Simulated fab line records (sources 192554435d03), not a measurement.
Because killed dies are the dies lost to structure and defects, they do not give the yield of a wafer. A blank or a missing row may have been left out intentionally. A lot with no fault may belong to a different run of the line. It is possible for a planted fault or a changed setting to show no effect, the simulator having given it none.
Split-lot study + flow n5_finfet + 21 wafers read across 7 lots, on a route 1938 steps long

SPLIT DETAILS
At N5_BEOL_M1_COAT_61 (time 60 s, resist thk 60 nm), the setting spin_rpm was moved away from the recipe's 1500 rpm on 6 of the 21 wafers read, by -10.9% to +11.2%. All remaining wafers had this setting at the recipe value.

FROM THE SPLIT TO THE READING: what the file shows between them, 8 steps
- N5_BEOL_M1_COAT_62: time 60 s, resist thk 12 nm
- N5_BEOL_M1_COAT_73: time 60 s, resist thk 5 nm
- N5_BEOL_M1_ETCH_74: etches underlayer in N2/H2, target depth 6.5 nm, time 5.2 s
- N5_BEOL_M1_ETCH_63: etches SiARC in CF4, target depth 15.6 nm, time 26 s
- N5_BEOL_M1_ETCH_64: etches SOC in N2/H2, target depth 75 nm, overetch 15 nm, time 112.5 s
- N5_BEOL_M1_STRIP_65: strips in N2/H2
- N5_BEOL_M1_STRIP_75: strips in N2/H2
- N5_BEOL_M1_STRIP_66: strips in CF4

THE READING
SOC_of_BEOL_M1_COAT_61.thk_nm (the simulator's own value, which no gauge read), in nm, at N5_BEOL_M1_HM_OPEN_17 (chemistry Cl2/BCl3, target TiN, target depth 20 nm, overetch 6 nm). The file does not state a usual value for it. Across the 15 wafers here that went through the recipe, the average is 52.4 nm and the standard deviation 0.25 nm.

| wafer  | tool, chamber at the split | spin_rpm as run, rpm | against the recipe | SOC_of_BEOL_M1_COAT_61.thk_nm, nm | against lot-mates on the recipe |
|--------|----------------------------|----------------------|--------------------|-----------------------------------|---------------------------------|
| L075.2 | litho_track-01, 0          | 1500                 | recipe             | 52.2                              | -                               |
| L075.3 | litho_track-01, 0          | 1581                 | +5.4%              | 50.6                              | -1.6                            |
| L075.6 | litho_track-01, 0          | 1581                 | +5.4%              | 50.8                              | -1.4                            |
| L081.2 | litho_track-01, 0          | 1500                 | recipe             | 52.8                              | -                               |
| L081.3 | litho_track-01, 0          | 1500                 | recipe             | 52.2                              | -                               |
| L081.6 | litho_track-01, 0          | 1500                 | recipe             | 52.6                              | -                               |
| L082.2 | litho_track-04, 0          | 1500                 | recipe             | 51.8                              | -                               |
| L082.5 | litho_track-04, 0          | 1500                 | recipe             | 52.4                              | -                               |
| L082.6 | litho_track-04, 0          | 1604                 | +6.9%              | 50                                | -2.1                            |
| L083.2 | litho_track-01, 0          | 1500                 | recipe             | 52.6                              | -                               |
| L083.3 | litho_track-01, 0          | 1500                 | recipe             | 52.4                              | -                               |
| L083.4 | litho_track-01, 0          | 1337                 | -10.9%             | 55.8                              | +3.3                            |
| L086.2 | litho_track-04, 0          | 1500                 | recipe             | 52.8                              | -                               |
| L086.3 | litho_track-04, 0          | 1500                 | recipe             | 52.4                              | -                               |
| L086.6 | litho_track-04, 0          | 1500                 | recipe             | 52.4                              | -                               |
| L089.1 | litho_track-04, 0          | 1500                 | recipe             | 52.2                              | -                               |
| L089.5 | litho_track-04, 0          | 1500                 | recipe             | 52.4                              | -                               |
| L089.6 | litho_track-04, 0          | 1597                 | +6.5%              | 50.2                              | -2.1                            |
| L093.1 | litho_track-02, 0          | 1500                 | recipe             | 52.2                              | -                               |
| L093.3 | litho_track-02, 0          | 1500                 | recipe             | 52.4                              | -                               |
| L093.4 | litho_track-02, 0          | 1668                 | +11.2%             | 49.4                              | -2.9                            |

THE FIT
A straight line over all 21 wafers: SOC_of_BEOL_M1_COAT_61.thk_nm changes by -0.305 nm for each +1% of spin_rpm; r = -0.98; the points scatter about the line by 0.26 nm.
The same after taking each lot's own level away (the mean of its wafers on the recipe; 21 wafers): -0.288 nm for each +1%; r = -0.99; scatter 0.2 nm.
Per that fit: largest spin_rpm move, reading shift of 3.2 nm.
The span of the lots' own levels, 52.10 to 52.53 nm, comes to 1.8 times the standard deviation stated above.
So the lot-to-lot level changes the slope little: the two slopes agree.
Check: with one of the wafers moved furthest among these (+11.2%) left out of the fit, the line predicts -3.37 nm for it against its lot-mates. It came out at -2.9 nm against them.

THESE WAFERS: OTHER SPLITS
These wafers also went through other splits before the reading. Each is held against what the fit with the lots' levels taken away leaves over:
| other split on the same wafers   | wafers away from the commonest value | r with SOC_of_BEOL_M1_COAT_61.thk_nm (lot level and that fit taken away) |
|----------------------------------|--------------------------------------|--------------------------------------------------------------------------|
| N5_BEOL_M0_SAQP_COAT_08 spin_rpm | 4                                    | -0.38                                                                    |
| N5_BEOL_M0_SAQP_ETCH_107 bias_w  | 8                                    | +0.03                                                                    |
| N5_BEOL_M0_SAQP_COAT_87 spin_rpm | 8                                    | +0.21                                                                    |
| N5_BEOL_M1_PECVD_72 time_s       | 8                                    | -0.49                                                                    |

THE WHOLE CHAIN: every reading that the file lists as answering this split, in the file's order
| step                  | what it does                                                          | reading                                                                        | change (the file's fit)               | r (the file's) |
|-----------------------|-----------------------------------------------------------------------|--------------------------------------------------------------------------------|---------------------------------------|----------------|
| N5_BEOL_M1_COAT_61    | time 60 s, resist thk 60 nm                                           | SOC_of_BEOL_M1_COAT_61.thk_nm (the simulator's own value, which no gauge read) | -0.299 nm for each +1% of the setting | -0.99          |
| N5_BEOL_M1_ETCH_64    | etches SOC in N2/H2, target depth 75 nm, overetch 15 nm, time 112.5 s | etch.depth_nm (the simulator's own value, which no gauge read)                 | -0.306 nm for each +1% of the setting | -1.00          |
| N5_BEOL_M1_HM_OPEN_17 | chemistry Cl2/BCl3, target TiN, target depth 20 nm, overetch 6 nm     | SOC_of_BEOL_M1_COAT_61.thk_nm (the simulator's own value, which no gauge read) | -0.288 nm for each +1% of the setting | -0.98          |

FILE'S OWN FIT
SOC_of_BEOL_M1_COAT_61.thk_nm changes by -0.288 nm for each +1% of spin_rpm, r = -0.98.
